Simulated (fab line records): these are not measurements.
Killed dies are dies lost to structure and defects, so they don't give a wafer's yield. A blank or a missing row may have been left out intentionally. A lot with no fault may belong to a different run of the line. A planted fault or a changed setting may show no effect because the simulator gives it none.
Matching of chambers | flow nand harc | NHARC_A_DECK1_JOINT_ETCHBACK_00 on rie si-04 has 4 sister chambers
The step etches the open film in HBr, target depth 30 nm, time 17.4 s. 8 wafers are shown with their chamber, then 6 later ones without.

## WAFERS WITH THEIR CHAMBER
wafer  | chamber | drypump motor current A (A) | oes product au (a.u.)
L797.5 | 3       | 6.3                         | 1.009
L804.5 | 2       | 5.6                         | 1.001
L809.1 | 2       | 5.6                         | 0.985
L809.4 | 0       | 6.5                         | 0.982
L809.5 | 1       | 6.0                         | 1.010
L812.2 | 1       | 6.0                         | 1.002
L812.4 | 3       | 6.2                         | 0.999
L812.5 | 0       | 6.5                         | 0.986

## WAFERS WHOSE CHAMBER IS MISSING
wafer  | drypump motor current A (A) | oes product au (a.u.)
L815.1 | 6.2                         | 1.003
L815.3 | 6.0                         | 1.023
L815.6 | 5.6                         | 1.003
L817.2 | 6.5                         | 0.989
L817.3 | 6.2                         | 1.008
L817.5 | 5.6                         | 0.999

## CHAMBER TAKEN BY EACH
wafer  | from the rows above | in truth
L815.1 | 3                   | 3
L815.3 | 1                   | 1
L815.6 | 2                   | 2
L817.2 | 0                   | 0
L817.3 | 3                   | 3
L817.5 | 2                   | 2
Correctly placed: 6 of 6. From these rows, 0 cannot be placed. Number placed wrongly: 0.
How it was worked out, from the rows above alone: a wafer's distance from a chamber is the root of the sum, over the readings, of the square of ((its reading less the chamber's mean) divided by the reading's scatter). The wafer belongs to the nearest chamber; if the next one is less than 2 further off, it can't be placed. Each chamber's mean is taken over the wafers shown for it. The scatter: the root of (the sum of the squares of (reading less its chamber's mean) over the shown wafers, divided by (wafers less chambers)).
